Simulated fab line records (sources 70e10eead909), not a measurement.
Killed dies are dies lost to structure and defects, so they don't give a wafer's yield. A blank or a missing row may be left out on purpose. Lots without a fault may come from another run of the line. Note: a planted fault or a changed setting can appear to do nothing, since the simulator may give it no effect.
Chamber matching	flow nand-harc	NHARC_A_STAIRCASE_CMP_472 on cmp-03: 4 sister chambers
The step polishes SiO2. 22 wafers are shown with their chamber, then 11 later ones without.

== WAFERS WITH THEIR CHAMBER ==
wafer	chamber	motor-current-A (A)	edge-zone-pressure-frac	retaining-ring-pressure-frac
L076.2	2	10.3	0.989	1.003
L076.5	3	9.9	0.999	1.001
L076.6	2	11.0	0.995	1.000
L079.2	1	12.8	1.003	0.999
L079.3	0	11.9	1.001	1.000
L079.5	2	10.5	0.997	0.997
L082.1	1	12.3	1.001	1.007
L082.2	0	11.4	0.999	0.993
L082.6	3	10.0	1.003	0.995
L084.4	2	10.6	1.005	1.001
L084.5	1	12.4	1.004	0.994
L084.6	0	11.9	0.997	0.993
L086.1	1	12.3	0.995	1.010
L086.3	0	11.6	1.003	0.983
L086.6	0	11.5	1.000	1.001
L085.1	2	10.7	0.992	1.001
L085.4	3	9.9	0.996	1.003
L085.6	2	10.4	0.991	0.998
L089.1	0	11.4	1.011	0.998
L089.3	2	10.4	0.995	0.988
L089.5	1	12.3	0.995	1.009
L092.1	3	10.4	0.997	0.992

SIGNATURES, as means of the wafers listed above
reading	chamber 0	chamber 1	chamber 2	chamber 3	scatter within a chamber
motor-current-A	11.617	12.420	10.557	10.050	0.231
edge-zone-pressure-frac	1.00183	0.99960	0.99486	0.99875	0.00465
retaining-ring-pressure-frac	0.99467	1.00380	0.99829	0.99775	0.00597
Rule: distance of a wafer from a chamber = root of the sum over the readings of ((wafer's reading minus chamber's mean) / reading's scatter) squared. If the next closest chamber is less than 2 further off than the closest, the wafer can't be placed; otherwise it belongs to the closest. The scatter: the root of (the sum of the squares of (reading less its chamber's mean) over the shown wafers, divided by (wafers less chambers)).

== WAFERS WITH NO CHAMBER GIVEN ==
wafer	motor-current-A (A)	edge-zone-pressure-frac	retaining-ring-pressure-frac
L092.4	12.5	0.993	1.000
L092.5	12.4	0.999	1.000
L093.1	10.0	0.998	1.004
L093.4	11.7	1.004	0.995
L093.5	10.8	1.005	0.997
L095.2	11.8	1.000	1.005
L095.3	12.1	1.000	1.000
L095.6	10.7	0.992	0.990
L094.1	10.6	0.990	1.001
L094.2	9.9	0.997	1.005
L094.4	11.9	0.995	1.001

== WHICH CHAMBER EACH ONE RAN IN ==
wafer	from the rows above	in truth
L092.4	1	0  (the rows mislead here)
L092.5	1	1
L093.1	can't be placed: 3 or 2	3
L093.4	0	0
L093.5	can't be placed: 2 or 3 or 0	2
L095.2	can't be placed: 0 or 1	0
L095.3	can't be placed: 1 or 0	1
L095.6	can't be placed: 2 or 3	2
L094.1	can't be placed: 2 or 3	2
L094.2	can't be placed: 3 or 2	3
L094.4	can't be placed: 0 or 1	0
Placed correctly: 2 of 11. From these rows, 8 cannot be placed; in 8 the true chamber is one of the candidates. Placed wrongly: 1.
